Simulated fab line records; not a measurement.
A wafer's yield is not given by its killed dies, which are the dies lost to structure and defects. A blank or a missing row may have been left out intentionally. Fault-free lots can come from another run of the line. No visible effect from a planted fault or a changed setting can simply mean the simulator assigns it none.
Chamber matching | flow nandHarc | NHARC_A_CONTACT_DEP_24 on pecvd-01 has 3 sister chambers
The step deposits SiO2, target thk 500 nm. 20 wafers are shown with their chamber, then 10 later ones without.

== WAFERS WITH THEIR CHAMBER ==
wafer  | chamber | throttleValvePct (%) | heaterPowerW (W) | chamberPressureTorr (Torr)
L078.1 | 0       | 16.3                 | 559              | 6.506
L078.2 | 1       | 15.9                 | 603              | 6.521
L078.6 | 1       | 15.7                 | 632              | 6.506
L079.2 | 1       | 16.0                 | 565              | 6.482
L079.4 | 1       | 16.1                 | 566              | 6.489
L079.5 | 0       | 16.2                 | 564              | 6.505
L080.1 | 1       | 15.8                 | 614              | 6.486
L080.2 | 0       | 16.0                 | 493              | 6.505
L080.6 | 1       | 16.0                 | 645              | 6.509
L082.3 | 0       | 16.0                 | 476              | 6.508
L082.4 | 2       | 17.0                 | 554              | 6.495
L082.5 | 1       | 15.9                 | 628              | 6.487
L084.1 | 2       | 16.8                 | 673              | 6.503
L084.4 | 2       | 16.8                 | 684              | 6.486
L084.5 | 0       | 16.0                 | 514              | 6.514
L085.2 | 0       | 16.0                 | 524              | 6.494
L085.3 | 2       | 16.8                 | 587              | 6.470
L085.6 | 1       | 16.0                 | 619              | 6.493
L089.2 | 0       | 16.2                 | 508              | 6.501
L089.4 | 1       | 15.8                 | 655              | 6.493

SIGNATURES (averages over the wafers above)
reading             | chamber 0 | chamber 1 | chamber 2 | scatter within a chamber
throttleValvePct    | 16.100    | 15.911    | 16.850    | 0.123
heaterPowerW        | 519.71    | 614.11    | 624.50    | 39.6
chamberPressureTorr | 6.50471   | 6.49622   | 6.48850   | 0.0113
Rule: a wafer's distance from a chamber is the root of the sum, over the readings, of the square of ((its reading less the chamber's mean) divided by the reading's scatter). If the next closest chamber is less than 2 further off than the closest, the wafer can't be placed; otherwise it belongs to the closest. The scatter: the root of (the sum of the squares of (reading less its chamber's mean) over the shown wafers, divided by (wafers less chambers)).

== WAFERS WITHOUT THEIR CHAMBER ==
wafer  | throttleValvePct (%) | heaterPowerW (W) | chamberPressureTorr (Torr)
L089.5 | 16.2                 | 517              | 6.500
L088.2 | 16.0                 | 593              | 6.482
L088.5 | 16.2                 | 631              | 6.504
L088.6 | 16.1                 | 498              | 6.526
L093.1 | 15.9                 | 512              | 6.497
L093.2 | 16.2                 | 639              | 6.480
L093.5 | 16.0                 | 518              | 6.483
L097.1 | 15.8                 | 556              | 6.505
L097.3 | 16.5                 | 655              | 6.486
L097.5 | 15.8                 | 420              | 6.498

== THE CHAMBER EACH PASSED THROUGH ==
wafer  | from the rows above     | in truth
L089.5 | 0                       | 0
L088.2 | can't be placed: 1 or 0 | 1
L088.5 | can't be placed: 1 or 0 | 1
L088.6 | 0                       | 0
L093.1 | can't be placed: 0 or 1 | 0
L093.2 | can't be placed: 1 or 0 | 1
L093.5 | can't be placed: 0 or 1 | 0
L097.1 | can't be placed: 1 or 0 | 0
L097.3 | 2                       | 2
L097.5 | can't be placed: 0 or 1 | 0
3 of 10 placed correctly. Cannot be placed on the basis of these rows: 7; the candidates contain the true chamber in 7. Number placed wrongly: 0.
